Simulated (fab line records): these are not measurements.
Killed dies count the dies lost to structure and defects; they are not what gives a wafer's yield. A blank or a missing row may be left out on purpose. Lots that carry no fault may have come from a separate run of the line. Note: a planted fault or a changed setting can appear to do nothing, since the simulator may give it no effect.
Matching of chambers ; flow n5 finfet ; 3 sister chambers for N5_BEOL_M0_SAQP_PECVD_00 on pecvd-04
The step deposits SiCN from 3MS/NH3, target thk 8 nm, time 14 s. 18 wafers are shown with their chamber, then 9 later ones without.

## WAFERS PAIRED WITH THEIR CHAMBERS
wafer;chamber;throttle valve pct (%);showerhead plenum p Torr (Torr)
L075.3;1;9.4;3.659
L075.4;1;9.3;3.659
L075.6;0;9.4;3.654
L077.2;0;9.7;3.648
L077.5;1;9.7;3.656
L077.6;0;9.6;3.649
L079.1;0;9.4;3.652
L079.3;2;8.5;3.679
L079.5;0;9.8;3.649
L081.2;2;8.7;3.665
L081.5;0;9.5;3.657
L081.6;2;8.8;3.659
L082.1;0;9.2;3.654
L082.2;2;8.8;3.670
L082.3;1;9.5;3.665
L088.1;1;9.3;3.660
L088.3;2;8.6;3.660
L088.5;1;9.5;3.653

SIGNATURES, as means of the wafers listed above
reading;chamber 0;chamber 1;chamber 2;scatter within a chamber
throttle valve pct;9.514;9.450;8.680;0.17
showerhead plenum p Torr;3.65186;3.65867;3.66660;0.00528
Rule: a wafer's distance from a chamber is the root of the sum, over the readings, of the square of ((its reading less the chamber's mean) divided by the reading's scatter). The wafer belongs to the nearest chamber; if the next one is less than 2 further off, it can't be placed. The scatter: take each reading less its chamber's mean, square it, sum over the shown wafers, divide by the number of wafers less the number of chambers, and take the root.

## WAFERS WITH NO CHAMBER GIVEN
wafer;throttle valve pct (%);showerhead plenum p Torr (Torr)
L089.1;8.7;3.669
L089.5;9.6;3.664
L089.6;9.5;3.649
L090.2;9.5;3.655
L090.5;9.6;3.661
L090.6;9.4;3.654
L094.1;9.4;3.665
L094.2;9.5;3.647
L094.3;8.6;3.669

## WHICH CHAMBER EACH WENT THROUGH
wafer;from the rows above;in truth
L089.1;2;2
L089.5;can't be placed: 1 or 0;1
L089.6;can't be placed: 0 or 1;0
L090.2;can't be placed: 0 or 1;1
L090.5;can't be placed: 1 or 0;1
L090.6;can't be placed: 0 or 1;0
L094.1;can't be placed: 1 or 0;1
L094.2;can't be placed: 0 or 1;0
L094.3;2;2
Placed correctly: 2 of 9. These rows do not allow placing 7 (true chamber among the candidates in 7). Placed wrongly: 0.
